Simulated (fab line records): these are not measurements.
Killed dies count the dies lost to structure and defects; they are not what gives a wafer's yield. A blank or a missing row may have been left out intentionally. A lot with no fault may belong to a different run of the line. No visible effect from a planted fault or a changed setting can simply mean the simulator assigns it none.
fab line records	flow nandHarc
record lots=14	wafers=42	lastDay=33
route steps=1302 shown A_ZERO_WELL@405 A_ONON_D1@433
lots that met no fault: taken from a fault-free run of the same line
startH: hours from the record's opening day to when the first of the lot's shown wafers began	waitH: hours since the lot's step before	" as in the row above	L1.1+2: a row that stands for several wafers	- no value present, or no start provided	* or withheld: withheld	< > ~ a bound
route shown NAME@n: NAME is a module with steps in the file, n the number in the route of the first one	usual: mean/standard deviation taken from wafers without a fault	same: alike in all rows	chamber/n: place in a boat	sites: each site's reading	_std_site: how widely they spread, as a standard deviation	_edge_site: inner sites' mean taken away from outer sites' mean	radiusMm: how far each site lies from the wafer's centre	mask NAME#n: copy n	behind: the last tool/chamber to shape the wafer	hold: the reason the lot was held/the length of the hold in hours/how it ended	device: whichever transistor did not switch (one of n, p or np)	end of line: the same wafers' tests at the end of the route	a step with no rows: only its recipe	killed: dies that structure and defects cost at the first sort, which is not the same as the wafer's yield	map: the dies of a wafer, with x for killed, . for not killed, _ for no die there
set.NAME: setting as actually run; set.NAME@STEP: the setting as run at that earlier step	model.NAME: the simulator's own value behind a step, which no gauge read
steps of the route over a sample of lots; a table a step, a row a wafer
services: when a tool's chamber went out of use (startH, in hours from the record's first day, below 0 if earlier), for how many hours, and the reason
## steps
# step NHARC_A_ZERO_WELL_ETCH_13
# recipe targetDepthA=1200	timeS=40.1	hbrFlowSccm=150	cl2FlowSccm=50	rfW=400	icpW=400	biasW=100	chemistry=HBr/Cl2
# usual drypumpMotorCurrentA=5.9/0.47	oesProductAu=1.000/0.0067	throttleValvePct=26.405/0.0083
lot.wafer	tool	chamber	startH	waitH	drypumpMotorCurrentA	oesProductAu	rfHoursCounterH	throttleValvePct
L785.1	rieSi-02	2	146.53	-	6.2	0.998	0.15	26.397
L785.5	"	3	"	"	6.0	1.001	-	26.416
L785.6	"	0	"	"	6.3	0.997	-	26.394
L786.2	rieSi-01	0	153.05	-	6.7	1.002	0.81	26.398
L786.3	"	1	"	"	5.6	0.995	0.90	26.411
L786.6	"	3	"	"	6.4	0.992	-	26.404
L789.1	rieSi-06	2	172.98	-	6.0	1.003	0.89	26.405
L789.4	"	3	"	"	6.2	1.005	0.81	26.401
L789.5	"	3	"	"	6.2	1.009	-	26.414
L795.2	rieSi-01	2	238.74	-	6.1	0.986	0.24	26.399
L795.3	"	3	"	"	6.4	1.000	0.21	26.402
L795.6	"	1	"	"	5.7	1.003	-	26.414
L796.1	rieSi-02	2	254.12	-	6.2	1.002	0.77	26.391
L796.4	"	1	"	"	4.9	1.005	0.91	26.392
L796.6	"	2	"	"	6.2	0.990	-	26.396
L800.4	rieSi-06	0	282.06	-	5.5	0.994	0.11	26.408
L800.3	"	2	"	"	5.9	0.988	0.12	26.408
L800.5	"	1	"	"	5.8	1.000	-	26.395
L799.1	rieSi-01	1	282.58	-	5.7	1.006	0.68	26.401
L799.6	"	2	"	"	6.1	0.994	-	26.414
L799.5	"	3	"	"	6.4	0.998	-	26.412
L801.1	rieSi-02	1	297.97	-	4.9	1.004	0.02	26.427
L801.6	"	1	"	"	4.9	0.999	-	26.423
L801.5	"	2	"	"	6.2	1.011	-	26.397
L802.1	rieSi-02	3	304.87	-	6.0	1.002	0.10	26.405
L802.4	"	0	"	"	6.3	1.001	0.09	26.418
L802.3	"	1	"	"	4.9	1.009	0.09	26.415
L803.4	rieSi-01	1	316.42	-	5.6	0.990	0.88	26.403
L803.1	"	3	"	"	6.4	1.003	0.49	26.409
L803.2	"	0	"	"	6.7	1.000	0.82	26.401
L804.2	rieSi-06	0	326.02	-	5.5	0.997	0.44	26.398
L804.3	"	1	"	"	5.8	1.009	0.38	26.402
L804.4	"	2	"	"	6.0	0.998	0.46	26.393
L805.3	rieSi-06	1	339.68	-	5.8	1.000	0.51	26.405
L805.6	"	3	"	"	6.2	1.006	-	26.405
L805.5	"	0	"	"	5.5	0.985	-	26.400
L806.4	rieSi-06	2	347.20	-	6.0	0.998	0.55	26.391
L806.3	"	0	"	"	5.5	1.003	0.62	26.398
L806.1	"	1	"	"	5.8	1.005	0.54	26.401
L807.4	rieSi-06	2	357.42	-	6.0	1.007	0.63	26.411
L807.5	"	0	"	"	5.5	0.994	-	26.411
L807.6	"	1	"	"	5.8	1.011	-	26.409
# step NHARC_A_ONON_D1_THK_MEAS_14
# recipe thkMeasGauge=ellipsometry
# usual thkNm=997/8
lot.wafer	tool	chamber	startH	waitH	thkNm
L785.1	filmMetro-01	-	170.89	-	988
L785.5	"	-	"	"	990
L785.6	"	-	"	"	988
L786.2	filmMetro-01	-	176.93	-	990
L786.3	"	-	"	"	989
L786.6	"	-	"	"	989
L789.1	filmMetro-02	-	196.51	-	1001
L789.4	"	-	"	"	1001
L789.5	"	-	"	"	1000
L795.2	filmMetro-01	-	264.97	-	979
L795.3	"	-	"	"	978
L795.6	"	-	"	"	980
L796.1	filmMetro-01	-	278.09	-	1007
L796.4	"	-	"	"	1006
L796.6	"	-	"	"	1007
L799.1	filmMetro-01	-	307.97	-	997
L799.5	"	-	"	"	996
L799.6	"	-	"	"	996
L800.3	filmMetro-01	-	308.16	-	993
L800.4	"	-	"	"	991
L800.5	"	-	"	"	992
L801.1	filmMetro-01	-	321.72	-	993
L801.5	"	-	"	"	990
L801.6	"	-	"	"	990
L802.1	filmMetro-02	-	331.28	-	1005
L802.3	"	-	"	"	1007
L802.4	"	-	"	"	1008
L803.1	filmMetro-01	-	340.32	-	1001
L803.2	"	-	"	"	1002
L803.4	"	-	"	"	1002
L804.2	filmMetro-01	-	350.39	-	995
L804.3	"	-	"	"	996
L804.4	"	-	"	"	996
L805.3	filmMetro-01	-	371.65	-	1009
L805.5	"	-	"	"	1007
L805.6	"	-	"	"	1007
L806.1	filmMetro-02	-	371.65	-	1009
L806.3	"	-	"	"	1011
L806.4	"	-	"	"	1009
L807.4	filmMetro-01	-	383.27	-	1006
L807.5	"	-	"	"	1003
L807.6	"	-	"	"	1004
# step NHARC_A_ONON_D1_DEP_28
# recipe targetThkA=10000	n2FlowSccm=2750	n2oFlowSccm=2000	nh3FlowSccm=500	sih4FlowSccm=210	tempC=400
# usual n2FlowSccm=2749/7.3
lot.wafer	tool	chamber	startH	waitH	n2FlowSccm
L785.1	pecvdOnon-02	0	180.72	0.1	2745
L785.5	"	0	"	"	2741
L785.6	"	0	"	"	2737
L786.2	pecvdOnon-03	0	190.01	0.1	2752
L786.3	"	0	"	"	2750
L786.6	"	0	"	"	2756
L789.1	pecvdOnon-03	0	209.42	0.1	2762
L789.4	"	0	"	"	2747
L789.5	"	0	"	"	2747
L795.2	pecvdOnon-02	0	275.78	0.1	2747
L795.3	"	0	"	"	2758
L795.6	"	0	"	"	2752
L796.1	pecvdOnon-02	0	288.43	0.1	2742
L796.4	"	0	"	"	2746
L796.6	"	0	"	"	2742
L799.1	pecvdOnon-03	0	317.67	0.1	2745
L799.5	"	0	"	"	2739
L799.6	"	0	"	"	2767
L800.3	pecvdOnon-03	0	318.14	0.2	2740
L800.4	"	0	"	"	2748
L800.5	"	0	"	"	2757
L801.1	pecvdOnon-03	0	331.27	0.1	2746
L801.5	"	0	"	"	2747
L801.6	"	0	"	"	2752
L802.1	pecvdOnon-04	0	342.29	0.1	2744
L802.3	"	0	"	"	2743
L802.4	"	0	"	"	2749
L803.1	pecvdOnon-02	0	349.93	0.1	2750
L803.2	"	0	"	"	2754
L803.4	"	0	"	"	2755
L804.2	pecvdOnon-03	0	360.11	0.1	2741
L804.3	"	0	"	"	2732
L804.4	"	0	"	"	2743
L806.1	pecvdOnon-02	0	384.52	0.1	2750
L806.3	"	0	"	"	2742
L806.4	"	0	"	"	2751
L805.3	pecvdOnon-04	0	384.62	0.2	2747
L805.5	"	0	"	"	2745
L805.6	"	0	"	"	2743
L807.4	pecvdOnon-03	0	393.38	0.2	2738
L807.5	"	0	"	"	2750
L807.6	"	0	"	"	2748
# step NHARC_A_ONON_D1_THK_MEAS_30
# recipe thkMeasGauge=ellipsometry
# usual thkNm=998/13
lot.wafer	tool	chamber	startH	waitH	thkNm
L785.1	filmMetro-01	-	181.23	-	1003
L785.5	"	-	"	"	1004
L785.6	"	-	"	"	1002
L786.2	filmMetro-02	-	190.46	-	1019
L786.3	"	-	"	"	1019
L786.6	"	-	"	"	1019
L789.1	filmMetro-02	-	209.93	-	982
L789.4	"	-	"	"	983
L789.5	"	-	"	"	982
L795.2	filmMetro-02	-	276.24	-	1055
L795.3	"	-	"	"	1058
L795.6	"	-	"	"	1058
L796.1	filmMetro-01	-	288.97	-	1052
L796.4	"	-	"	"	1052
L796.6	"	-	"	"	1052
L799.1	filmMetro-02	-	318.18	-	1000
L799.5	"	-	"	"	1002
L799.6	"	-	"	"	1002
L800.3	filmMetro-02	-	318.54	-	1010
L800.4	"	-	"	"	1010
L800.5	"	-	"	"	1010
L801.1	filmMetro-02	-	331.78	-	999
L801.5	"	-	"	"	997
L801.6	"	-	"	"	996
L802.1	filmMetro-02	-	342.80	-	1018
L802.3	"	-	"	"	1018
L802.4	"	-	"	"	1016
L803.1	filmMetro-02	-	350.44	-	1000
L803.2	"	-	"	"	998
L803.4	"	-	"	"	1000
L804.2	filmMetro-02	-	360.57	-	986
L804.3	"	-	"	"	985
L804.4	"	-	"	"	986
L805.3	filmMetro-01	-	385.01	-	1008
L805.5	"	-	"	"	1007
L805.6	"	-	"	"	1008
L806.1	filmMetro-01	-	385.04	-	997
L806.3	"	-	"	"	995
L806.4	"	-	"	"	997
L807.4	filmMetro-01	-	393.71	-	982
L807.5	"	-	"	"	982
L807.6	"	-	"	"	983
# step NHARC_A_ONON_D1_INSPECT_32
# usual rawDefectCount=67/23
lot.wafer	tool	chamber	startH	waitH	rawDefectCount
L785.1	defectInspect-01	-	181.79	0.0	63
L785.5	"	-	"	"	50
L785.6	"	-	"	"	81
L786.2	defectInspect-02	-	191.07	0.0	145
L786.3	"	-	"	"	130
L786.6	"	-	"	"	138
L789.1	defectInspect-01	-	210.47	0.0	82
L789.4	"	-	"	"	76
L789.5	"	-	"	"	54
L795.2	defectInspect-01	-	276.79	0.0	63
L795.3	"	-	"	"	74
L795.6	"	-	"	"	65
L796.1	defectInspect-02	-	289.50	0.0	36
L796.4	"	-	"	"	61
L796.6	"	-	"	"	43
L799.1	defectInspect-02	-	318.72	0.0	48
L799.5	"	-	"	"	68
L799.6	"	-	"	"	64
L800.3	defectInspect-02	-	319.13	0.0	70
L800.4	"	-	"	"	77
L800.5	"	-	"	"	66
L801.1	defectInspect-02	-	332.32	0.0	64
L801.5	"	-	"	"	51
L801.6	"	-	"	"	57
L802.1	defectInspect-02	-	343.34	0.0	84
L802.3	"	-	"	"	48
L802.4	"	-	"	"	40
L803.1	defectInspect-02	-	350.97	0.0	132
L803.2	"	-	"	"	74
L803.4	"	-	"	"	64
L804.2	defectInspect-01	-	361.10	0.0	63
L804.3	"	-	"	"	55
L804.4	"	-	"	"	43
L805.3	defectInspect-02	-	385.54	0.0	75
L805.5	"	-	"	"	79
L805.6	"	-	"	"	73
L806.1	defectInspect-01	-	385.58	0.0	82
L806.3	"	-	"	"	90
L806.4	"	-	"	"	58
L807.4	defectInspect-02	-	394.26	0.0	64
L807.5	"	-	"	"	65
L807.6	"	-	"	"	36
## services
tool	chamber	startH	hours	kind
pecvdOnon-04	-	130.08	13.0	pm
rieSi-02	2	150.03	4.9	repair
pecvdOnon-02	-	185.12	13.0	pm
rieSi-01	-	193.00	9.0	pm
rieSi-01	0	193.00	9.0	ventCycle
rieSi-01	1	193.00	9.0	ventCycle
pecvdOnon-02	-	205.72	8.5	repair
pecvdOnon-03	-	227.20	13.0	pm
rieSi-06	2	241.70	7.7	repair
rieSi-01	3	245.15	18.6	repair
rieSi-06	-	249.00	9.0	pm
rieSi-06	0	249.00	9.0	ventCycle
rieSi-06	1	249.00	9.0	ventCycle
rieSi-06	3	249.00	9.0	ventCycle
rieSi-06	0	258.00	-	clean
rieSi-06	1	258.00	-	clean
rieSi-06	2	258.00	-	clean
rieSi-06	3	258.00	-	clean
rieSi-01	3	265.00	6.7	repair
rieSi-02	-	277.00	9.0	pm
pecvdOnon-04	-	311.08	13.0	pm
pecvdOnon-02	-	366.12	13.0	pm
rieSi-01	-	370.00	9.0	pm
rieSi-02	-	381.17	0.2	repair
## key
firstSign step=NHARC_A_ONON_D1_THK_MEAS_30	reading=thkNm	direction=up	sigmas=4.5	usual=998	struck=1054
effect none on later readings
metAt NHARC_A_ONON_D1_DEP_28
struckLots L795,L796
laterRowsLeftOut L795.2,L795.3,L795.6,L796.1,L796.4,L796.6
sortLeftOut L795.2,L795.3,L795.6,L796.1,L796.4,L796.6
testerLeftOut L795,L796
notActingAt NHARC_A_ZERO_WELL_ETCH_13,NHARC_A_ONON_D1_THK_MEAS_14,NHARC_A_ONON_D1_INSPECT_32
onsetBetween 180.72 275.78
fault kind=processParameterDrift	tool=pecvdOnon-02	chamber=-	onsetH=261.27	steps=NHARC_A_ONON_D1_DEP_28	channel=targetThkA	offset=*	shape=step	endH=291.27	actsIn=*	stated=*
# testerLeftOut: of these lots the tester's yield and bins aren't shown, on N5 and GAA mostly nor the transistor test; their killed dies are dies lost to structure and defects alone, not to doping, threshold or leakage, so they don't give the yield
# sortLeftOut: the simulated sort isn't trusted on such a fault, so these wafers' sort isn't shown, and their yield isn't known
# laterRowsLeftOut: the simulator's readings of these wafers behind a module that went badly wrong aren't trusted and aren't shown, but for the sort
